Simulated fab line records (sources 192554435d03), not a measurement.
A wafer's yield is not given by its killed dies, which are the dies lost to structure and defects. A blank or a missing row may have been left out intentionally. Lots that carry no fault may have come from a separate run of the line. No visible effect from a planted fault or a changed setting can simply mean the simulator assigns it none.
Split-lot trial	flow n5Finfet	on a route of 1938 steps: 7 lots, 21 wafers read

## THE SPLIT
At N5_DUMMY_GATE_PECVD_30 (deposits SiO2 from TEOS/O2, target thk 55 nm, time 10.8 s), the setting timeS was moved away from the recipe's 10.8 s on 4 of the 21 wafers read, by +10.0% to +10.6%. This setting was run at the recipe's value on the other wafers.

## FROM THE SPLIT TO THE READING: what the file shows between them, 5 steps
- N5_DUMMY_GATE_COAT_34: time 60 s, resist thk 60 nm
- N5_DUMMY_GATE_COAT_35: time 60 s, resist thk 10 nm
- N5_DUMMY_GATE_ETCH_31: etches SiO2 in C4F6/O2, target depth 82.5 nm, time 27.5 s
- N5_DUMMY_GATE_STRIP_41: strips in O2
- N5_DUMMY_GATE_HM_OPEN_21: chemistry CH3F/O2, target SiNx, target depth 120 nm, time 171.4 s

## THE READING
SiO2_of_DUMMY_GATE_PECVD_30.thkNm (the simulator's own value, which no gauge read), in nm, at N5_DUMMY_GATE_ETCH_32 (etches SiO2 in CF4, target depth 3.5 nm, time 3.9 s). There is no usual value for it anywhere in the file. The 17 wafers here that ran the recipe average 41.6 nm, standard deviation 0.98 nm.

wafer	tool, chamber at the split	timeS as run, s	against the recipe	SiO2_of_DUMMY_GATE_PECVD_30.thkNm, nm	against lot-mates on the recipe
L074.2	pecvd-02, 0	10.8	recipe	40.2	-
L074.4	pecvd-02, 0	10.8	recipe	41.8	-
L074.6	pecvd-02, 1	10.8	recipe	40.8	-
L078.1	pecvd-03, 0,1	11.88	+10.0%	46.2	+5.0
L078.2	pecvd-03, 0,1	11.88	+10.0%	45.8	+4.6
L078.3	pecvd-03, 2	10.8	recipe	41.2	-
L080.2	pecvd-02, 2	10.8	recipe	40	-
L080.3	pecvd-02, 0	10.8	recipe	42.4	-
L080.6	pecvd-02, 2	10.8	recipe	40.4	-
L089.1	pecvd-03, 2	10.8	recipe	41	-
L089.4	pecvd-03, 0	10.8	recipe	42.4	-
L089.6	pecvd-03, 1	10.8	recipe	43	-
L093.3	pecvd-03, 2	10.8	recipe	42	-
L093.4	pecvd-03, 1	11.95	+10.6%	48.2	+6.2
L093.6	pecvd-03, 0	11.95	+10.6%	48	+6.0
L094.1	pecvd-03, 2	10.8	recipe	42.2	-
L094.3	pecvd-03, 0	10.8	recipe	42.2	-
L094.4	pecvd-03, 0	10.8	recipe	43.2	-
L095.1	pecvd-02, 2	10.8	recipe	40.4	-
L095.4	pecvd-02, 0	10.8	recipe	42.6	-
L095.5	pecvd-02, 1	10.8	recipe	41.2	-
The file does not say which wafer passed through which chamber wherever a row lists several chambers: such a row stands for several wafers.

THE FIT
A straight line over all 21 wafers: SiO2_of_DUMMY_GATE_PECVD_30.thkNm changes by +0.532 nm for each +1% of timeS; r = +0.91; the points scatter about the line by 1 nm.
The same after taking each lot's own level away (the mean of its wafers on the recipe; 21 wafers): +0.53 nm for each +1%; r = +0.95; scatter 0.76 nm.
According to that fit, moving timeS by its largest amount changes the reading by 5.6 nm.
Across the lots, their own levels run from 40.93 to 42.53 nm, a range of 1.6 times the standard deviation given above.
Consequently the slope shifts little with the lot-to-lot level, the two slopes agreeing.
Check: +5.43 nm against its lot-mates is what the line predicts for one of the wafers moved furthest among these (+10.6%) when that wafer is left out of the fit. Against them it came out at +6.2 nm.

## ADDITIONAL SPLITS CARRIED BY THESE WAFERS
Before the reading, these wafers also passed through other splits. Each is held against what the fit with the lots' levels taken away leaves over:
other split on the same wafers	wafers away from the commonest value	r with SiO2_of_DUMMY_GATE_PECVD_30.thkNm (lot level and that fit taken away)
N5_FIN_SAQP_PECVD_06 timeS	7	+0.37
N5_FIN_SAQP_DEVELOP_15 developTimeS	9	+0.07
N5_FIN_SAQP_SPACER1_ALD_24 aldCycles	7	-0.29
N5_FIN_SAQP_ETCH_65 timeS	5	+0.08

## THE WHOLE CHAIN: every reading that the file lists as answering this split, in the file's order
step	what it does	reading	change (the file's fit)	r (the file's)
N5_DUMMY_GATE_PECVD_30	deposits SiO2 from TEOS/O2, target thk 55 nm, time 10.8 s	SiO2_of_DUMMY_GATE_PECVD_30.thkNm (the simulator's own value, which no gauge read)	+0.568 nm for each +1% of the setting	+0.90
N5_DUMMY_GATE_HM_OPEN_21	chemistry CH3F/O2, target SiNx, target depth 120 nm, time 171.4 s	SiO2_of_DUMMY_GATE_PECVD_30.thkNm (the simulator's own value, which no gauge read)	+0.52 nm for each +1% of the setting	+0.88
N5_DUMMY_GATE_ETCH_32	etches SiO2 in CF4, target depth 3.5 nm, time 3.9 s	SiO2_of_DUMMY_GATE_PECVD_30.thkNm (the simulator's own value, which no gauge read)	+0.529 nm for each +1% of the setting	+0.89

## THE FILE'S OWN FIT
SiO2_of_DUMMY_GATE_PECVD_30.thkNm changes by +0.529 nm for each +1% of timeS, r = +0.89.
